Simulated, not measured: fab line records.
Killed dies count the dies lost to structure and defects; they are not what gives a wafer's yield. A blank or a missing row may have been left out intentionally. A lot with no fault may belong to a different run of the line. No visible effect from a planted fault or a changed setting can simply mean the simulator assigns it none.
fab line records | flow nand-harc
[record] lots = 6 | wafers = 18 | last-day = 34
route steps=1302 shown THIN_TSV@1282
lots with no fault: from the same line, run without faults
start-h: hours from the record's first day to the start of the lot's first wafer shown | wait-h: hours since the lot's step before | " repeats the value in the row above | L1.1+2: one row covering several wafers at once | - value missing, or start not given | * or withheld: withheld | < > ~ a bound
route shown NAME@n: NAME is a module with steps in the file, n the number in the route of the first one | usual: the fault-free wafers' mean and standard deviation | same: alike in all rows | chamber/n: place in a boat | sites: the reading at each site | _std_site: standard deviation of those values | _edge_site: mean of outer sites minus mean of inner sites | radius-mm: for every site, how far away it sits from the centre of the wafer | mask NAME#n: copy n | behind: the most recent tool/chamber to have shaped the wafer | hold: the reason the lot was held/the length of the hold in hours/how it ended | device: names the non-switching transistor (n, p or np) | end of line: the tests these same wafers got at the end of their route | step lacking rows: just its recipe | killed: dies that structure and defects cost at the first sort, which is not the same as the wafer's yield | map: a wafer's dies, x killed, . not, _ none there
set.NAME: the setting that was run; set.NAME@STEP: the one run at that earlier step | model.NAME: the simulator's own value behind a step, which no gauge read
certain route steps with their lots: each step a table, each wafer a row
services: when a tool's chamber went out of use (start-h, in hours from the record's first day, below 0 if earlier), for how many hours, and the reason
[[steps]]
[step NHARC_THIN_TSV_PVD_24]
[recipe] target-thk-a = 8000 | power-w = withheld | chamber-pressure-pa = withheld | substrate-temp-c = withheld | time-s = withheld | gas = Ar | material = Al
[step NHARC_THIN_TSV_DEHYDRATE_25]
[recipe] temp-c = 150 | time-s = 120
[step NHARC_THIN_TSV_HMDS_26]
[recipe] time-s = 30
[step NHARC_THIN_TSV_COAT_27]
[recipe] spin-rpm = *
[step NHARC_THIN_TSV_SOFTBAKE_28]
[recipe] temp-c = 122 | time-s = 95
[step NHARC_THIN_TSV_EBR_29]
[step NHARC_THIN_TSV_EXPOSE_30]
[recipe] na = 0.55 | dose-mj = 11.47 | mask-id = PAD
[step NHARC_THIN_TSV_PEB_31]
[recipe] peb-temp-c = 118 | peb-time-s = 85
[step NHARC_THIN_TSV_DEVELOP_32]
[recipe] time-s = 70
[step NHARC_THIN_TSV_CD_MEAS_33]
[recipe] target-cd-nm = 5000 | landing-energy-ev = 500
[usual] cd-nm = 4999.9/1.5
lot.wafer | tool      | chamber | start-h | wait-h | cd-nm
L177.1    | cd-sem-01 | 0       | 585.54  | -      | 4998.7
L177.2    | "         | 0       | "       | "      | 4999.3
L177.4    | "         | 0       | "       | "      | 4998.9
L180.4    | cd-sem-03 | 0       | 604.90  | -      | 5000.3
L180.5    | "         | 0       | "       | "      | 5000.8
L180.6    | "         | 0       | "       | "      | 4999.3
L183.1    | cd-sem-03 | 0       | 625.46  | -      | 5000.4
L183.4    | "         | 0       | "       | "      | 5001.8
L183.6    | "         | 0       | "       | "      | 5000.2
L193.1    | cd-sem-02 | 0       | 717.92  | -      | 5000.6
L193.2    | "         | 0       | "       | "      | 4999.3
L193.5    | "         | 0       | "       | "      | 4996.9
L197.1    | cd-sem-02 | 0       | 788.63  | -      | 5001.2
L197.3    | "         | 0       | "       | "      | 4999.1
L197.4    | "         | 0       | "       | "      | 5001.5
L198.1    | cd-sem-02 | 0       | 792.83  | -      | 5001.2
L198.4    | "         | 0       | "       | "      | 5000.3
L198.6    | "         | 0       | "       | "      | 4998.5
[step NHARC_THIN_TSV_HARDBAKE_34]
[recipe] temp-c = 125 | time-s = 80
[step NHARC_THIN_TSV_DESCUM_35]
[recipe] time-s = 3 | o2-flow-sccm = 200 | ar-flow-sccm = 0 | bias-power-w = 0 | chemistry = O2
[usual] drypump-motor-current-A = 5.8/0.43 | o2-flow-sccm = 200.1/0.67 | oes-product-au = 0.995/0.0085 | rf-vpp-V = 57.6/0.75 | showerhead-plenum-p-Torr = 1.87/0.056 | throttle-valve-pct = 11.311/0.0095
lot.wafer | tool        | chamber | start-h | wait-h | drypump-motor-current-A | o2-flow-sccm | oes-product-au | rf-hours-counter-h | rf-vpp-V | showerhead-plenum-p-Torr | throttle-valve-pct
L177.4    | rie-diel-07 | 0       | 585.71  | -      | 5.7                     | 200.3        | 1.001          | 4.2                | 57.2     | 1.88                     | 11.304
L177.2    | "           | 1       | "       | "      | 6.4                     | 199.1        | 1.001          | 4.6                | 57.9     | 1.89                     | 11.309
L177.1    | "           | 2       | "       | "      | 5.4                     | 200.5        | 0.994          | 5.4                | 57.8     | 1.93                     | 11.311
L180.4    | rie-diel-11 | 3       | 605.09  | -      | 5.7                     | 200.3        | 1.001          | 7.2                | 57.0     | 1.86                     | 11.305
L180.6    | "           | 0       | "       | "      | 5.4                     | 200.7        | 1.014          | -                  | 58.0     | 2.01                     | 11.322
L180.5    | "           | 1       | "       | "      | 6.3                     | 200.5        | 0.993          | -                  | 57.5     | 1.82                     | 11.298
L183.1    | rie-diel-02 | 0       | 625.65  | -      | 5.5                     | 199.2        | 0.993          | 2.4                | 57.4     | 1.88                     | 11.310
L183.4    | "           | 1       | "       | "      | 5.2                     | 200.0        | 0.990          | 1.8                | 58.1     | 1.96                     | 11.300
L183.6    | "           | 2       | "       | "      | 6.1                     | 200.0        | 0.993          | -                  | 56.7     | 1.84                     | 11.313
L193.1    | rie-diel-07 | 1       | 718.09  | -      | 6.4                     | 200.2        | 0.987          | 4.0                | 58.2     | 1.88                     | 11.303
L193.2    | "           | 2       | "       | "      | 5.4                     | 200.0        | 1.002          | 3.8                | 58.2     | 1.92                     | 11.312
L193.5    | "           | 0       | "       | "      | 5.7                     | 200.6        | 1.012          | -                  | 57.8     | 1.87                     | 11.324
L197.4    | rie-diel-02 | 2       | 788.79  | -      | 6.1                     | 199.7        | 1.009          | 2.2                | 58.3     | 1.84                     | 11.313
L197.3    | "           | 0       | "       | "      | 5.5                     | 200.9        | 0.995          | 2.1                | 58.4     | 1.88                     | 11.300
L197.1    | "           | 1       | "       | "      | 5.2                     | 200.2        | 1.000          | 2.1                | 58.1     | 1.95                     | 11.305
L198.1    | rie-diel-02 | 2       | 792.99  | -      | 6.0                     | 200.1        | 0.996          | 2.2                | 56.8     | 1.84                     | 11.307
L198.4    | "           | 3       | "       | "      | 6.2                     | 199.7        | 1.009          | 2.2                | 58.5     | 1.80                     | 11.314
L198.6    | "           | 2       | "       | "      | 6.1                     | 198.9        | 1.001          | -                  | 57.4     | 1.84                     | 11.309
[step NHARC_THIN_TSV_ETCH_59]
[recipe] target-depth-a = 8800 | icp-w = 900 | bias-w = 100 | Cl2_flow_sccm = 60 | bcl3-flow-sccm = 30 | time-s = 138.1 | chemistry = Cl2/BCl3
[usual] drypump-motor-current-A = 5.7/0.44 | mfc-cl2-sccm = 59.99/0.17 | oes-product-au = 1.002/0.0071 | run-length-s = 159.6/0.46 | throttle-valve-pct = 22.265/0.0082
lot.wafer | tool         | chamber | start-h | wait-h | drypump-motor-current-A | mfc-cl2-sccm | oes-product-au | rf-hours-counter-h | run-length-s | throttle-valve-pct
L177.1    | rie-metal-03 | 0       | 585.82  | 0.1    | 6.4                     | 59.86        | 0.999          | 0.4                | 159.5        | 22.257
L177.2    | "            | 1       | "       | "      | 5.7                     | 60.15        | 1.009          | 0.4                | 159.9        | 22.275
L177.4    | "            | 0       | "       | "      | 6.4                     | 59.92        | 1.000          | -                  | 159.5        | 22.261
L180.4    | rie-metal-02 | 1       | 605.26  | 0.2    | 5.2                     | 59.84        | 1.008          | -                  | 159.7        | 22.273
L180.5    | "            | 1       | "       | "      | 5.2                     | 60.34        | 0.990          | -                  | 159.8        | 22.246
L180.6    | "            | 0       | "       | "      | 5.7                     | 59.81        | 1.007          | -                  | 148.8        | 22.258
L183.1    | rie-metal-02 | 0       | 625.78  | 0.1    | 5.7                     | 59.49        | 1.013          | 2.4                | 148.7        | 22.271
L183.4    | "            | 0       | "       | "      | 5.7                     | 59.43        | 1.002          | -                  | 148.9        | 22.256
L183.6    | "            | 0       | "       | "      | 5.7                     | 59.64        | 1.006          | -                  | 148.9        | 22.274
L193.1    | rie-metal-03 | 1       | 718.20  | 0.1    | 5.6                     | 60.15        | 0.995          | 0.3                | 160.0        | 22.272
L193.2    | "            | 0       | "       | "      | 6.4                     | 60.15        | 0.989          | 0.3                | 159.5        | 22.262
L193.5    | "            | 1       | "       | "      | 5.6                     | 59.92        | 1.004          | -                  | 160.0        | 22.267
L197.1    | rie-metal-02 | 1       | 788.92  | 0.1    | 5.2                     | 60.16        | 0.998          | 2.2                | 159.8        | 22.266
L197.3    | "            | 1       | "       | "      | 5.2                     | 59.90        | 0.998          | -                  | 159.2        | 22.272
L197.4    | "            | 0       | "       | "      | 5.7                     | 60.02        | 0.996          | -                  | 158.8        | 22.270
L198.1    | rie-metal-01 | 1       | 793.15  | 0.2    | 6.0                     | 59.85        | 0.994          | 0.4                | 159.4        | 22.254
L198.4    | "            | 1       | "       | "      | 6.0                     | 59.61        | 1.007          | -                  | 160.0        | 22.264
L198.6    | "            | 1       | "       | "      | 6.0                     | 59.95        | 1.013          | -                  | 159.5        | 22.277
[step NHARC_THIN_TSV_ETCH_36]
[recipe] target-depth-a = 650 | over-etch-frac = 0.3 | time-s = 18.571 | ion-energy-ev = 150 | chemistry = Cl2/BCl3
[usual] drypump-motor-current-A = 5.7/0.44 | oes-product-au = 1.001/0.0072 | run-length-s = 40.0/0.47
lot.wafer | tool         | chamber | start-h | wait-h | drypump-motor-current-A | oes-product-au | rf-hours-counter-h | run-length-s
L177.1    | rie-metal-03 | 1       | 586.09  | 0.2    | 5.7                     | 0.992          | 0.6                | 40.3
L177.2    | "            | 0       | "       | "      | 6.4                     | 1.001          | 0.6                | 39.7
L177.4    | "            | 0       | "       | "      | 6.5                     | 0.997          | -                  | 40.0
L180.4    | rie-metal-02 | 0       | 605.46  | 0.2    | 5.7                     | 1.008          | -                  | 39.7
L180.5    | "            | 0       | "       | "      | 5.7                     | 1.003          | -                  | 39.2
L180.6    | "            | 1       | "       | "      | 5.2                     | 1.001          | -                  | 39.9
L183.1    | rie-metal-02 | 0       | 626.01  | 0.2    | 5.7                     | 0.999          | 2.5                | 39.4
L183.4    | "            | 1       | "       | "      | 5.2                     | 1.010          | -                  | 39.8
L183.6    | "            | 0       | "       | "      | 5.7                     | 1.009          | -                  | 39.6
L193.2    | rie-metal-03 | 0       | 718.47  | 0.2    | 6.4                     | 0.995          | 0.5                | 40.2
L193.1    | "            | 1       | "       | "      | 5.7                     | 1.000          | 0.5                | 40.3
L193.5    | "            | 0       | "       | "      | 6.4                     | 0.996          | -                  | 39.7
L197.1    | rie-metal-02 | 1       | 789.19  | 0.2    | 5.2                     | 0.998          | 2.3                | 39.7
L197.4    | "            | 0       | "       | "      | 5.7                     | 1.006          | -                  | 39.2
L197.3    | "            | 1       | "       | "      | 5.2                     | 0.988          | -                  | 40.0
L198.1    | rie-metal-01 | 1       | 793.38  | 0.2    | 6.0                     | 1.007          | 0.5                | 39.9
L198.4    | "            | 0       | "       | "      | 5.1                     | 0.997          | -                  | 40.2
L198.6    | "            | 0       | "       | "      | 5.1                     | 1.006          | -                  | 40.7
[[services]]
tool         | chamber | start-h | hours | kind
rie-metal-01 | -       | 568.36  | 4.8   | repair
rie-diel-02  | -       | 570.70  | 9.0   | pm
rie-metal-01 | -       | 575.00  | 9.0   | pm
rie-diel-02  | 1       | 581.32  | 17.0  | repair
rie-diel-11  | 3       | 605.15  | 3.1   | repair
rie-diel-11  | -       | 609.53  | 9.0   | pm
rie-diel-02  | 2       | 630.46  | 98.1  | repair
rie-metal-02 | -       | 631.00  | 9.0   | pm
rie-metal-02 | 0       | 631.00  | 9.0   | vent-cycle
rie-diel-11  | 2       | 641.67  | 10.2  | repair
rie-diel-11  | 0       | 643.35  | 6.9   | repair
rie-diel-07  | 1       | 646.94  | 6.9   | repair
rie-diel-07  | -       | 649.85  | 9.0   | pm
rie-diel-11  | 1       | 651.02  | 14.0  | repair
rie-metal-01 | 1       | 658.88  | 5.5   | repair
rie-diel-07  | 3       | 685.42  | 21.7  | repair
rie-metal-03 | -       | 696.06  | 9.0   | pm
rie-diel-02  | -       | 747.70  | 9.0   | pm
rie-metal-01 | -       | 752.00  | 9.0   | pm
rie-metal-02 | 0       | 755.78  | 1.5   | repair
rie-diel-11  | 1       | 765.04  | 10.0  | repair
rie-diel-07  | -       | 765.15  | 0.2   | repair
rie-diel-07  | 0       | 777.63  | 2.0   | repair
rie-diel-11  | -       | 786.53  | 9.0   | pm
[[key]]
[first-sign] step = NHARC_THIN_TSV_ETCH_59 | reading = run-length-s | direction = down | sigmas = 23 | usual = * | struck = *
effect none on later readings
met-at NHARC_THIN_TSV_ETCH_59
struck-wafers L180.6,L183.1,L183.4,L183.6
sort-left-out L180.6,L183.1,L183.4,L183.6
[fault] kind = process-parameter-drift | tool = rie-metal-02 | chamber = 0 | onset-h = 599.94 | steps = NHARC_THIN_TSV_ETCH_59 | channel = time-s | offset = * | shape = step | end-h = 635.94 | acts-in = * | stated = *
// sort-left-out: the simulated sort isn't trusted on such a fault, so these wafers' sort isn't shown, and their yield isn't known
